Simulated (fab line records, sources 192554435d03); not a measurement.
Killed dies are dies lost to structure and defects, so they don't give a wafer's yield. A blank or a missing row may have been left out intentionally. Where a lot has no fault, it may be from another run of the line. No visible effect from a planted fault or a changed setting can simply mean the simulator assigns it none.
Which of the tools did it? | flow n5_finfet | 22 lots with 66 wafers sampled at 6 steps, on a route of 1938 steps

== WHAT THE GAUGES SHOWED, per wafer ==
No reading from a measuring or inspecting step in the record can be judged against a usual standard deviation.

== EACH LOT AND THE TOOL THAT RAN IT (in order: tool; ch and the chambers of the sampled wafers; start) ==
lot  | N5_BEOL_M0_TRENCH_ETCH_107         | N5_BEOL_M1_STRIP_19                | N5_BEOL_M1_ETCH_69                 | N5_BEOL_M1_ETCHBACK_99             | N5_BEOL_M1_PRE_CLEAN_45      | N5_BEOL_M1_SURFACE_TREAT_85
L074 | rie_diel-02 ch 1,2, day 5 20:28    | rie_diel-06 ch 2,3, day 6 01:01    | rie_diel-03 ch 0,3, day 6 01:42    | rie_diel-03 ch 0,3, day 6 03:03    | pvd_sputter-02, day 6 03:52  | pvd_sputter-03, day 6 04:11
L075 | rie_diel-01 ch 0,2, day 6 04:02    | rie_diel-06 ch 0,2, day 6 12:43    | rie_diel-05 ch 0,1,2, day 6 13:25  | rie_diel-06 ch 0,1,3, day 6 15:56  | pvd_sputter-02, day 6 16:48  | pvd_sputter-01, day 6 17:09
L076 | rie_diel-04 ch 0,2,3, day 6 10:52  | rie_diel-03 ch 1,2,3, day 6 17:07  | rie_diel-05 ch 0,1,3, day 6 17:56  | rie_diel-05 ch 2,3, day 7 02:07    | pvd_sputter-01, day 7 04:12  | pvd_sputter-03, day 7 04:34
L077 | rie_diel-02 ch 1,2, day 6 20:16    | rie_diel-05 ch 0,2, day 7 02:02    | rie_diel-05 ch 0,1,2, day 7 02:35  | rie_diel-03 ch 0,1,2, day 7 04:33  | pvd_sputter-03, day 7 05:13  | pvd_sputter-02, day 7 05:31
L078 | rie_diel-02 ch 1,2, day 6 23:40    | rie_diel-05 ch 0,1,3, day 7 05:50  | rie_diel-05 ch 2,3, day 7 06:23    | rie_diel-05 ch 1,2, day 7 14:04    | pvd_sputter-03, day 7 14:56  | pvd_sputter-03, day 7 15:22
L079 | rie_diel-04 ch 0,1,3, day 7 07:31  | rie_diel-03 ch 0,2,3, day 7 14:12  | rie_diel-05 ch 1,3, day 7 14:46    | rie_diel-05 ch 2,3, day 8 06:25    | pvd_sputter-01, day 8 07:32  | pvd_sputter-01, day 8 07:59
L080 | rie_diel-04 ch 0,2,3, day 7 13:53  | rie_diel-05 ch 1,2,3, day 7 21:14  | rie_diel-03 ch 0,1,3, day 7 21:56  | rie_diel-03 ch 0,1,2, day 8 06:53  | pvd_sputter-03, day 8 07:52  | pvd_sputter-01, day 8 08:23
L081 | rie_diel-01 ch 0,2,3, day 7 17:29  | rie_diel-06 ch 1,2,3, day 8 01:46  | rie_diel-05 ch 1,2,3, day 8 02:28  | rie_diel-05 ch 1,3, day 8 06:53    | pvd_sputter-01, day 8 07:54  | pvd_sputter-01, day 8 08:25
L082 | rie_diel-04 ch 0,1,3, day 7 20:46  | rie_diel-06 ch 0,1,3, day 8 02:07  | rie_diel-05 ch 1,2,3, day 8 02:49  | rie_diel-03 ch 0,3, day 8 10:19    | pvd_sputter-03, day 8 11:28  | pvd_sputter-02, day 8 11:52
L083 | rie_diel-01 ch 0,2, day 8 01:34    | rie_diel-05 ch 1,2, day 8 09:01    | rie_diel-03 ch 1,2,3, day 8 09:42  | rie_diel-05 ch 0,1,2, day 8 14:01  | pvd_sputter-01, day 8 14:43  | pvd_sputter-01, day 8 15:04
L084 | rie_diel-02 ch 1,2,3, day 8 11:10  | rie_diel-05 ch 0,2,3, day 8 18:24  | rie_diel-06 ch 2,3, day 8 19:05    | rie_diel-06 ch 1,3, day 8 23:31    | pvd_sputter-03, day 9 00:32  | pvd_sputter-03, day 9 01:00
L085 | rie_diel-04 ch 0,2,3, day 8 17:08  | rie_diel-03 ch 0,2, day 9 00:58    | rie_diel-06 ch 0,1,2, day 9 01:32  | rie_diel-03 ch 1,2, day 9 01:45    | pvd_sputter-03, day 9 02:31  | pvd_sputter-01, day 9 03:11
L086 | rie_diel-01 ch 0,2,3, day 9 00:11  | rie_diel-06 ch 0,2,3, day 9 05:55  | rie_diel-06 ch 0,1,2, day 9 06:28  | rie_diel-06 ch 0,1,3, day 9 14:44  | pvd_sputter-03, day 9 17:01  | pvd_sputter-03, day 9 17:46
L087 | rie_diel-02 ch 0,1,2, day 9 04:59  | rie_diel-05 ch 0,1, day 9 10:34    | rie_diel-05 ch 1,2, day 9 11:28    | rie_diel-06 ch 0,3, day 9 17:25    | pvd_sputter-03, day 9 18:20  | pvd_sputter-03, day 9 18:42
L089 | rie_diel-04 ch 1,2, day 9 13:24    | rie_diel-06 ch 2,3, day 9 19:01    | rie_diel-05 ch 0,1,2, day 9 19:35  | rie_diel-05 ch 1,2, day 10 01:56   | pvd_sputter-02, day 10 02:49 | pvd_sputter-03, day 10 04:13
L090 | rie_diel-02 ch 0,2,3, day 9 18:04  | rie_diel-03 ch 0,2,3, day 10 02:15 | rie_diel-06 ch 1,2,3, day 10 02:56 | rie_diel-06 ch 0,3, day 10 04:23   | pvd_sputter-02, day 10 05:22 | pvd_sputter-01, day 10 05:41
L093 | rie_diel-04 ch 0,3, day 10 13:59   | rie_diel-05 ch 0,1,2, day 10 19:00 | rie_diel-03 ch 0,1,3, day 10 19:41 | rie_diel-03 ch 2,3, day 10 21:06   | pvd_sputter-02, day 10 21:51 | pvd_sputter-02, day 10 22:13
L094 | rie_diel-04 ch 1,3, day 10 21:38   | rie_diel-06 ch 0,2, day 11 04:57   | rie_diel-06 ch 0,1,3, day 11 05:38 | rie_diel-03 ch 0,3, day 11 06:08   | pvd_sputter-02, day 11 06:46 | pvd_sputter-02, day 11 08:41
L092 | rie_diel-02 ch 1,2,3, day 11 00:53 | rie_diel-03 ch 2,3, day 11 07:20   | rie_diel-06 ch 0,1,2, day 11 07:54 | rie_diel-03 ch 1,2,3, day 11 18:47 | pvd_sputter-01, day 11 19:37 | pvd_sputter-01, day 11 20:01
L095 | rie_diel-04 ch 0,3, day 11 04:06   | rie_diel-06 ch 1,2, day 11 11:05   | rie_diel-03 ch 0,2,3, day 11 11:39 | rie_diel-05 ch 1,2,3, day 11 18:36 | pvd_sputter-02, day 11 19:23 | pvd_sputter-01, day 11 19:58
L096 | rie_diel-04 ch 1,2, day 11 10:08   | rie_diel-06 ch 1,3, day 11 15:12   | rie_diel-03 ch 0,2,3, day 11 15:56 | rie_diel-03 ch 0,1,2, day 11 21:26 | pvd_sputter-01, day 11 22:20 | pvd_sputter-01, day 11 22:38
L097 | rie_diel-02 ch 0,2,3, day 11 16:20 | rie_diel-05 ch 2,3, day 11 23:25   | rie_diel-05 ch 0,3, day 12 00:31   | rie_diel-03 ch 2,3, day 12 01:01   | pvd_sputter-02, day 12 02:06 | pvd_sputter-03, day 12 03:23
- N5_BEOL_M0_TRENCH_ETCH_107: etches SiOC in C4F6/O2, target depth 32.8 nm, time 16.4 s.
- N5_BEOL_M1_STRIP_19: strips in O2.
- N5_BEOL_M1_ETCH_69: etches SiARC in CF4, target depth 15.6 nm, time 26 s.
- N5_BEOL_M1_ETCHBACK_99: etches SiO2 in CHF3, target depth 5 nm, time 10.4 s.
- N5_BEOL_M1_PRE_CLEAN_45: time 30 s.
- N5_BEOL_M1_SURFACE_TREAT_85

== WHAT THE TOOLS THEMSELVES READ (means of the sampled wafers that have a number; where no wafer has one, the mark that the record gives instead) ==
N5_BEOL_M0_TRENCH_ETCH_107. Usual: drypump_motor_current_A 5.6 A, standard deviation 0.46; oes_ar_750_au 0.81 a.u., standard deviation 0.06; oes_product_au 0.81 a.u., standard deviation 0.063; rf_vpp_V 665 V, standard deviation 14; showerhead_plenum_p_Torr 2.83 Torr, standard deviation 0.081; throttle_valve_pct 20.85 %, standard deviation 0.17.
lot  | tool        | drypump_motor_current_A (A) | oes_ar_750_au (a.u.) | oes_product_au (a.u.) | rf_vpp_V (V) | showerhead_plenum_p_Torr (Torr) | throttle_valve_pct (%) | flag
L074 | rie_diel-02 | 6.0                         | 0.82                 | 0.83                  | 651          | 2.77                            | 20.96                  |
L075 | rie_diel-01 | 5.8                         | 0.80                 | 0.82                  | 666          | 2.84                            | 20.82                  |
L076 | rie_diel-04 | 5.4                         | 0.89                 | 0.90                  | 673          | 2.88                            | 20.78                  |
L077 | rie_diel-02 | 5.8                         | 0.86                 | 0.85                  | 644          | 2.78                            | 21.01                  |
L078 | rie_diel-02 | 6.0                         | 0.81                 | 0.81                  | 651          | 2.77                            | 20.98                  |
L079 | rie_diel-04 | 5.7                         | 0.84                 | 0.84                  | 667          | 2.82                            | 20.88                  |
L080 | rie_diel-04 | 5.4                         | 0.87                 | 0.87                  | 673          | 2.87                            | 20.79                  |
L081 | rie_diel-01 | 6.0                         | 0.80                 | 0.81                  | 668          | 2.80                            | 20.84                  |
L082 | rie_diel-04 | 5.7                         | 0.83                 | 0.83                  | 668          | 2.82                            | 20.89                  |
L083 | rie_diel-01 | 5.8                         | 0.79                 | 0.80                  | 667          | 2.83                            | 20.85                  |
L084 | rie_diel-02 | 5.9                         | 0.79                 | 0.81                  | 660          | 2.84                            | 20.87                  |
L085 | rie_diel-04 | 5.4                         | 0.85                 | 0.86                  | 673          | 2.87                            | 20.81                  |
L086 | rie_diel-01 | 6.0                         | 0.79                 | 0.78                  | 668          | 2.80                            | 20.85                  |
L087 | rie_diel-02 | 5.7                         | 0.77                 | 0.77                  | 653          | 2.79                            | 21.03                  |
L089 | rie_diel-04 | 5.2                         | 0.80                 | 0.79                  | 661          | 2.78                            | 20.76                  |
L090 | rie_diel-02 | 5.6                         | 0.77                 | 0.77                  | 662          | 2.87                            | 20.91                  |
L093 | rie_diel-04 | 5.7                         | 0.82                 | 0.83                  | 673          | 2.87                            | 20.97                  |
L094 | rie_diel-04 | 5.4                         | 0.80                 | 0.80                  | 670          | 2.85                            | 20.96                  |
L092 | rie_diel-02 | 5.9                         | 0.78                 | 0.77                  | 659          | 2.83                            | 20.90                  |
L095 | rie_diel-04 | 5.7                         | 0.82                 | 0.83                  | 675          | 2.87                            | 20.98                  |
L096 | rie_diel-04 | 4.9                         | 0.81                 | 0.81                  | 669          | 2.82                            | 20.70                  |
L097 | rie_diel-02 | 5.6                         | 0.75                 | 0.75                  | 662          | 2.86                            | 20.92                  |

N5_BEOL_M1_STRIP_19. Usual: drypump_motor_current_A 5.80 A, standard deviation 0.25; oes_product_au 0.79 a.u., standard deviation 0.084; rf_vpp_V 3.7 V, standard deviation 0.51; showerhead_plenum_p_Torr 2.11 Torr, standard deviation 0.077; throttle_valve_pct 16.63 %, standard deviation 0.28.
lot  | tool        | drypump_motor_current_A (A) | oes_product_au (a.u.) | rf_vpp_V (V) | showerhead_plenum_p_Torr (Torr) | throttle_valve_pct (%) | flag
L074 | rie_diel-06 | 5.84                        | 0.85                  | 3.5          | 2.06                            | 16.41                  |
L075 | rie_diel-06 | 5.92                        | 0.75                  | 3.9          | 2.09                            | 16.80                  |
L076 | rie_diel-03 | 5.83                        | 0.82                  | 4.4          | 2.15                            | 16.47                  |
L077 | rie_diel-05 | 5.92                        | 0.70                  | 4.3          | 2.03                            | 16.75                  |
L078 | rie_diel-05 | 5.73                        | 0.77                  | 3.9          | 2.15                            | 16.68                  |
L079 | rie_diel-03 | 5.58                        | 0.87                  | 3.6          | 2.14                            | 16.52                  |
L080 | rie_diel-05 | 5.86                        | 0.78                  | 3.5          | 2.09                            | 16.81                  |
L081 | rie_diel-06 | 5.70                        | 0.79                  | 3.3          | 2.11                            | 16.62                  |
L082 | rie_diel-06 | 5.79                        | 0.78                  | 3.5          | 2.09                            | 16.58                  |
L083 | rie_diel-05 | 6.00                        | 0.71                  | 3.5          | 2.05                            | 16.96                  |
L084 | rie_diel-05 | 5.77                        | 0.85                  | 3.7          | 2.08                            | 16.49                  |
L085 | rie_diel-03 | 5.68                        | 0.89                  | 3.5          | 2.20                            | 16.39                  |
L086 | rie_diel-06 | 5.94                        | 0.77                  | 3.4          | 2.06                            | 16.61                  |
L087 | rie_diel-05 | 5.72                        | 0.86                  | 3.1          | 2.15                            | 16.42                  |
L089 | rie_diel-06 | 5.85                        | 0.82                  | 3.5          | 2.05                            | 16.45                  |
L090 | rie_diel-03 | 5.58                        | 0.85                  | 4.0          | 2.13                            | 16.57                  |
L093 | rie_diel-05 | 5.86                        | 0.76                  | 4.1          | 2.09                            | 16.71                  |
L094 | rie_diel-06 | 6.03                        | 0.71                  | 3.5          | 2.06                            | 16.80                  |
L092 | rie_diel-03 | 5.64                        | 0.83                  | 3.9          | 2.15                            | 16.49                  |
L095 | rie_diel-06 | 5.56                        | 0.74                  | 3.8          | 2.15                            | 16.86                  |
L096 | rie_diel-06 | 5.72                        | 0.80                  | 3.5          | 2.07                            | 16.46                  |
L097 | rie_diel-05 | 5.89                        | 0.74                  | 3.6          | 2.02                            | 16.80                  |

N5_BEOL_M1_ETCH_69. Usual: drypump_motor_current_A 5.78 A, standard deviation 0.24; etch_rf_on_time_s 25.9 s, standard deviation 0.6; oes_product_au 0.67 a.u., standard deviation 0.077; rf_vpp_V 184.3 V, standard deviation 1.3; showerhead_plenum_p_Torr 2.16 Torr, standard deviation 0.07; throttle_valve_pct 15.63 %, standard deviation 0.27.
lot  | tool        | drypump_motor_current_A (A) | etch_rf_on_time_s (s) | oes_product_au (a.u.) | rf_vpp_V (V) | showerhead_plenum_p_Torr (Torr) | throttle_valve_pct (%) | flag
L074 | rie_diel-03 | 5.50                        | 25.6                  | 0.73                  | 183.8        | 2.12                            | 15.57                  |
L075 | rie_diel-05 | 5.86                        | 26.4                  | 0.59                  | 183.6        | 2.16                            | 15.80                  |
L076 | rie_diel-05 | 5.71                        | 26.0                  | 0.66                  | 185.4        | 2.20                            | 15.66                  |
L077 | rie_diel-05 | 5.85                        | 26.5                  | 0.59                  | 184.1        | 2.16                            | 15.81                  |
L078 | rie_diel-05 | 5.76                        | 25.4                  | 0.74                  | 183.7        | 2.14                            | 15.64                  |
L079 | rie_diel-05 | 5.71                        | 25.5                  | 0.73                  | 184.7        | 2.20                            | 15.64                  |
L080 | rie_diel-03 | 5.79                        | 26.1                  | 0.70                  | 184.1        | 2.16                            | 15.46                  |
L081 | rie_diel-05 | 5.87                        | 25.7                  | 0.66                  | 184.1        | 2.15                            | 15.79                  |
L082 | rie_diel-05 | 5.85                        | 26.0                  | 0.65                  | 184.0        | 2.15                            | 15.79                  |
L083 | rie_diel-03 | 5.83                        | 26.1                  | 0.68                  | 184.7        | 2.19                            | 15.44                  |
L084 | rie_diel-06 | 5.84                        | 25.5                  | 0.68                  | 183.6        | 2.11                            | 15.57                  |
L085 | rie_diel-06 | 5.78                        | 25.7                  | 0.63                  | 184.0        | 2.16                            | 15.74                  |
L086 | rie_diel-06 | 5.78                        | 25.5                  | 0.64                  | 184.1        | 2.16                            | 15.75                  |
L087 | rie_diel-05 | 5.95                        | 25.9                  | 0.59                  | 184.0        | 2.15                            | 15.97                  |
L089 | rie_diel-05 | 5.86                        | 26.4                  | 0.65                  | 184.8        | 2.15                            | 15.70                  |
L090 | rie_diel-06 | 5.70                        | 25.6                  | 0.67                  | 184.3        | 2.14                            | 15.55                  |
L093 | rie_diel-03 | 5.78                        | 26.1                  | 0.67                  | 183.6        | 2.15                            | 15.50                  |
L094 | rie_diel-06 | 5.79                        | 25.9                  | 0.65                  | 183.8        | 2.13                            | 15.57                  |
L092 | rie_diel-06 | 5.77                        | 25.5                  | 0.63                  | 184.4        | 2.15                            | 15.79                  |
L095 | rie_diel-03 | 5.60                        | 25.4                  | 0.72                  | 185.3        | 2.17                            | 15.51                  |
L096 | rie_diel-03 | 5.59                        | 25.9                  | 0.71                  | 184.6        | 2.17                            | 15.53                  |
L097 | rie_diel-05 | 5.61                        | 25.8                  | 0.74                  | 184.5        | 2.18                            | 15.41                  |

N5_BEOL_M1_ETCHBACK_99. Usual: drypump_motor_current_A 5.81 A, standard deviation 0.27; oes_ar_750_au 0.79 a.u., standard deviation 0.085; oes_product_au 0.79 a.u., standard deviation 0.087; rf_vpp_V 241 V, standard deviation 3.5; showerhead_plenum_p_Torr 2.17 Torr, standard deviation 0.074; throttle_valve_pct 17.04 %, standard deviation 0.28.
lot  | tool        | drypump_motor_current_A (A) | oes_ar_750_au (a.u.) | oes_product_au (a.u.) | rf_vpp_V (V) | showerhead_plenum_p_Torr (Torr) | throttle_valve_pct (%) | flag
L074 | rie_diel-03 | 5.55                        | 0.89                 | 0.90                  | 244          | 2.16                            | 16.92                  |
L075 | rie_diel-06 | 5.79                        | 0.80                 | 0.79                  | 238          | 2.16                            | 16.98                  |
L076 | rie_diel-05 | 5.76                        | 0.86                 | 0.86                  | 239          | 2.15                            | 17.08                  |
L077 | rie_diel-03 | 5.90                        | 0.84                 | 0.85                  | 242          | 2.25                            | 16.77                  |
L078 | rie_diel-05 | 5.98                        | 0.70                 | 0.71                  | 239          | 2.17                            | 17.41                  |
L079 | rie_diel-05 | 5.76                        | 0.84                 | 0.84                  | 240          | 2.14                            | 17.10                  |
L080 | rie_diel-03 | 5.89                        | 0.83                 | 0.84                  | 242          | 2.24                            | 16.79                  |
L081 | rie_diel-05 | 5.81                        | 0.77                 | 0.77                  | 242          | 2.22                            | 17.27                  |
L082 | rie_diel-03 | 5.56                        | 0.87                 | 0.87                  | 243          | 2.15                            | 16.93                  |
L083 | rie_diel-05 | 5.85                        | 0.78                 | 0.79                  | 242          | 2.16                            | 17.12                  |
L084 | rie_diel-06 | 5.71                        | 0.84                 | 0.82                  | 238          | 2.13                            | 16.79                  |
L085 | rie_diel-03 | 5.93                        | 0.82                 | 0.82                  | 242          | 2.27                            | 16.78                  |
L086 | rie_diel-06 | 5.80                        | 0.78                 | 0.77                  | 238          | 2.15                            | 17.03                  |
L087 | rie_diel-06 | 5.94                        | 0.81                 | 0.80                  | 237          | 2.11                            | 16.89                  |
L089 | rie_diel-05 | 6.00                        | 0.69                 | 0.69                  | 237          | 2.11                            | 17.43                  |
L090 | rie_diel-06 | 5.93                        | 0.81                 | 0.79                  | 237          | 2.11                            | 16.90                  |
L093 | rie_diel-03 | 5.61                        | 0.83                 | 0.84                  | 242          | 2.22                            | 16.94                  |
L094 | rie_diel-03 | 5.55                        | 0.83                 | 0.84                  | 243          | 2.15                            | 16.98                  |
L092 | rie_diel-03 | 5.84                        | 0.77                 | 0.78                  | 242          | 2.20                            | 16.94                  |
L095 | rie_diel-05 | 5.86                        | 0.74                 | 0.74                  | 239          | 2.15                            | 17.30                  |
L096 | rie_diel-03 | 5.89                        | 0.80                 | 0.80                  | 242          | 2.23                            | 16.82                  |
L097 | rie_diel-03 | 5.54                        | 0.80                 | 0.80                  | 242          | 2.14                            | 17.07                  |

N5_BEOL_M1_PRE_CLEAN_45. Usual: heater_power_w 329 W, standard deviation 30.
lot  | tool           | heater_power_w (W) | flag
L074 | pvd_sputter-02 | 319                |
L075 | pvd_sputter-02 | 330                |
L076 | pvd_sputter-01 | 305                |
L077 | pvd_sputter-03 | 342                |
L078 | pvd_sputter-03 | 373                |
L079 | pvd_sputter-01 | 308                |
L080 | pvd_sputter-03 | 359                |
L081 | pvd_sputter-01 | 334                |
L082 | pvd_sputter-03 | 323                |
L083 | pvd_sputter-01 | 326                |
L084 | pvd_sputter-03 | 326                |
L085 | pvd_sputter-03 | 340                |
L086 | pvd_sputter-03 | 355                |
L087 | pvd_sputter-03 | 311                |
L089 | pvd_sputter-02 | 319                |
L090 | pvd_sputter-02 | 323                |
L093 | pvd_sputter-02 | 308                |
L094 | pvd_sputter-02 | 312                |
L092 | pvd_sputter-01 | 343                |
L095 | pvd_sputter-02 | 326                |
L096 | pvd_sputter-01 | 346                |
L097 | pvd_sputter-02 | 315                |

== THE ANSWER, worked out from the rows above alone ==
Rule: take the mean of a lot's wafers that have a number; if it is more than 3 standard deviations from the usual mean, the lot is off. A lot without any number at a reading at which 4 lots or more have one is off too. Where the step has rows for the other lots, those lots are counted as sound. After the gauges, taken in route order, come the tools' own readings; for these a lot's mean is taken, as printed above. The first step at which some lot is off is used, and at that step the reading that is off furthest; a lot without a number counts as furthest.
Nothing can be told from this: no lot is off at any reading shown.

== WHAT WAS PUT IN BY THE SIMULATOR ==
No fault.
